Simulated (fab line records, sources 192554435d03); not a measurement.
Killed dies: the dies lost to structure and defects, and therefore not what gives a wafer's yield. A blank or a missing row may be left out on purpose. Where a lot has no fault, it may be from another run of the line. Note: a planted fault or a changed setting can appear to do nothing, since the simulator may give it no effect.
What tool caused it? / flow n5 finfet / Sampling: 24 lots, 72 wafers, 2 of 1938 route steps

WHAT THE GAUGES READ, wafer by wafer
N5_BEOL_M14_THK_MEAS_50: measures by xrf. Usual: M14_THK typically reads 543 nm, with standard deviation 23.
lot=L075; measured=day 10 05:01; on=film metro-01; M14_THK (nm)=539 567 539; flag=
lot=L076; measured=day 10 05:33; on=film metro-01; M14_THK (nm)=534 560 538; flag=
lot=L074; measured=day 10 13:02; on=film metro-01; M14_THK (nm)=576 539 540; flag=
lot=L077; measured=day 11 01:27; on=film metro-01; M14_THK (nm)=559 539 540; flag=
lot=L078; measured=day 11 06:10; on=film metro-02; M14_THK (nm)=539 495 497; flag=
lot=L079; measured=day 11 16:28; on=film metro-02; M14_THK (nm)=577 495 541; flag=
lot=L082; measured=day 14 15:04; on=film metro-02; M14_THK (nm)=547 559 550; flag=
lot=L085; measured=day 14 23:40; on=film metro-01; M14_THK (nm)=543 541 567; flag=
lot=L083; measured=day 15 03:49; on=film metro-01; M14_THK (nm)=550 537 583; flag=
lot=L080; measured=day 15 05:15; on=film metro-01; M14_THK (nm)=560 557 538; flag=
lot=L086; measured=day 15 08:39; on=film metro-01; M14_THK (nm)=494 549 584; flag=
lot=L084; measured=day 15 09:02; on=film metro-01; M14_THK (nm)=495 527 566; flag=
lot=L088; measured=day 15 15:58; on=film metro-01; M14_THK (nm)=544 557 545; flag=
lot=L087; measured=day 15 20:23; on=film metro-02; M14_THK (nm)=532 561 533; flag=
lot=L089; measured=day 15 21:08; on=film metro-01; M14_THK (nm)=576 575 530; flag=
lot=L090; measured=day 15 21:18; on=film metro-02; M14_THK (nm)=484 485 566; flag=
lot=L091; measured=day 16 01:19; on=film metro-02; M14_THK (nm)=533 560 540; flag=
lot=L092; measured=day 16 01:37; on=film metro-01; M14_THK (nm)=523 528 493; flag=
lot=L093; measured=day 16 13:05; on=film metro-01; M14_THK (nm)=532 560 551; flag=
lot=L095; measured=day 16 22:58; on=film metro-01; M14_THK (nm)=572 571 528; flag=
lot=L094; measured=day 16 23:28; on=film metro-01; M14_THK (nm)=532 555 552; flag=
lot=L096; measured=day 17 11:49; on=film metro-01; M14_THK (nm)=556 548 552; flag=
lot=L081; measured=day 17 17:25; on=film metro-02; M14_THK (nm)=517 523 563; flag=
lot=L097; measured=day 17 23:13; on=film metro-02; M14_THK (nm)=536 542 549; flag=

EACH LOT AND THE TOOL THAT RAN IT (in order: tool; ch and the chambers of the sampled wafers; start)
lot=L075; N5_BEOL_M14_SPUTTER_43=pvd sputter-02, day 10 03:57
lot=L076; N5_BEOL_M14_SPUTTER_43=pvd sputter-01, day 10 04:29
lot=L074; N5_BEOL_M14_SPUTTER_43=pvd sputter-03, day 10 11:58
lot=L077; N5_BEOL_M14_SPUTTER_43=pvd sputter-01, day 11 00:21
lot=L078; N5_BEOL_M14_SPUTTER_43=pvd sputter-01, day 11 05:06
lot=L079; N5_BEOL_M14_SPUTTER_43=pvd sputter-01, day 11 15:25
lot=L082; N5_BEOL_M14_SPUTTER_43=pvd sputter-03, day 14 14:00
lot=L085; N5_BEOL_M14_SPUTTER_43=pvd sputter-02, day 14 22:36
lot=L083; N5_BEOL_M14_SPUTTER_43=pvd sputter-01, day 15 02:34
lot=L080; N5_BEOL_M14_SPUTTER_43=pvd sputter-01, day 15 04:09
lot=L086; N5_BEOL_M14_SPUTTER_43=pvd sputter-03, day 15 07:24
lot=L084; N5_BEOL_M14_SPUTTER_43=pvd sputter-01, day 15 07:46
lot=L088; N5_BEOL_M14_SPUTTER_43=pvd sputter-02, day 15 14:43
lot=L087; N5_BEOL_M14_SPUTTER_43=pvd sputter-03, day 15 19:19
lot=L089; N5_BEOL_M14_SPUTTER_43=pvd sputter-03, day 15 19:58
lot=L090; N5_BEOL_M14_SPUTTER_43=pvd sputter-02, day 15 19:59
lot=L091; N5_BEOL_M14_SPUTTER_43=pvd sputter-03, day 15 23:24
lot=L092; N5_BEOL_M14_SPUTTER_43=pvd sputter-03, day 15 23:49
lot=L093; N5_BEOL_M14_SPUTTER_43=pvd sputter-03, day 16 11:59
lot=L095; N5_BEOL_M14_SPUTTER_43=pvd sputter-01, day 16 21:51
lot=L094; N5_BEOL_M14_SPUTTER_43=pvd sputter-01, day 16 22:25
lot=L096; N5_BEOL_M14_SPUTTER_43=pvd sputter-03, day 17 10:46
lot=L081; N5_BEOL_M14_SPUTTER_43=pvd sputter-01, day 17 16:20
lot=L097; N5_BEOL_M14_SPUTTER_43=pvd sputter-03, day 17 22:09
- N5_BEOL_M14_SPUTTER_43: material TaN, target thk 15 nm, time 24.19 s.

AS READ BY THE TOOLS THEMSELVES (means over the sampled wafers that have a number; for cases with no such wafer, the mark the record gives instead)
N5_BEOL_M14_SPUTTER_43. Usual: throttle valve pct 30.0 %, standard deviation 0.73.
lot=L075; tool=pvd sputter-02; throttle valve pct (%)=30.5; flag=
lot=L076; tool=pvd sputter-01; throttle valve pct (%)=30.4; flag=
lot=L074; tool=pvd sputter-03; throttle valve pct (%)=29.8; flag=
lot=L077; tool=pvd sputter-01; throttle valve pct (%)=30.3; flag=
lot=L078; tool=pvd sputter-01; throttle valve pct (%)=29.8; flag=
lot=L079; tool=pvd sputter-01; throttle valve pct (%)=29.9; flag=
lot=L082; tool=pvd sputter-03; throttle valve pct (%)=29.7; flag=
lot=L085; tool=pvd sputter-02; throttle valve pct (%)=30.4; flag=
lot=L083; tool=pvd sputter-01; throttle valve pct (%)=30.3; flag=
lot=L080; tool=pvd sputter-01; throttle valve pct (%)=30.4; flag=
lot=L086; tool=pvd sputter-03; throttle valve pct (%)=29.8; flag=
lot=L084; tool=pvd sputter-01; throttle valve pct (%)=30.6; flag=
lot=L088; tool=pvd sputter-02; throttle valve pct (%)=30.5; flag=
lot=L087; tool=pvd sputter-03; throttle valve pct (%)=29.6; flag=
lot=L089; tool=pvd sputter-03; throttle valve pct (%)=29.7; flag=
lot=L090; tool=pvd sputter-02; throttle valve pct (%)=30.0; flag=
lot=L091; tool=pvd sputter-03; throttle valve pct (%)=29.5; flag=
lot=L092; tool=pvd sputter-03; throttle valve pct (%)=29.6; flag=
lot=L093; tool=pvd sputter-03; throttle valve pct (%)=29.8; flag=
lot=L095; tool=pvd sputter-01; throttle valve pct (%)=30.5; flag=
lot=L094; tool=pvd sputter-01; throttle valve pct (%)=29.8; flag=
lot=L096; tool=pvd sputter-03; throttle valve pct (%)=30.0; flag=
lot=L081; tool=pvd sputter-01; throttle valve pct (%)=29.4; flag=
lot=L097; tool=pvd sputter-03; throttle valve pct (%)=29.8; flag=

THE ANSWER, worked out from the rows above alone
Rule: a lot counts as off when the mean over its wafers that have a number is more than 3 standard deviations away from the usual mean. A lot without any number at a reading at which 4 lots or more have one is off too. The other lots that the step has rows for count as sound. After the gauges, taken in route order, come the tools' own readings; for these a lot's mean is taken, as printed above. The first step at which some lot is off is used, and at that step the reading that is off furthest; a lot without a number counts as furthest.
Nothing can be told from this: no lot is off at any reading shown.

WHAT HAD BEEN PUT IN BY THE SIMULATOR
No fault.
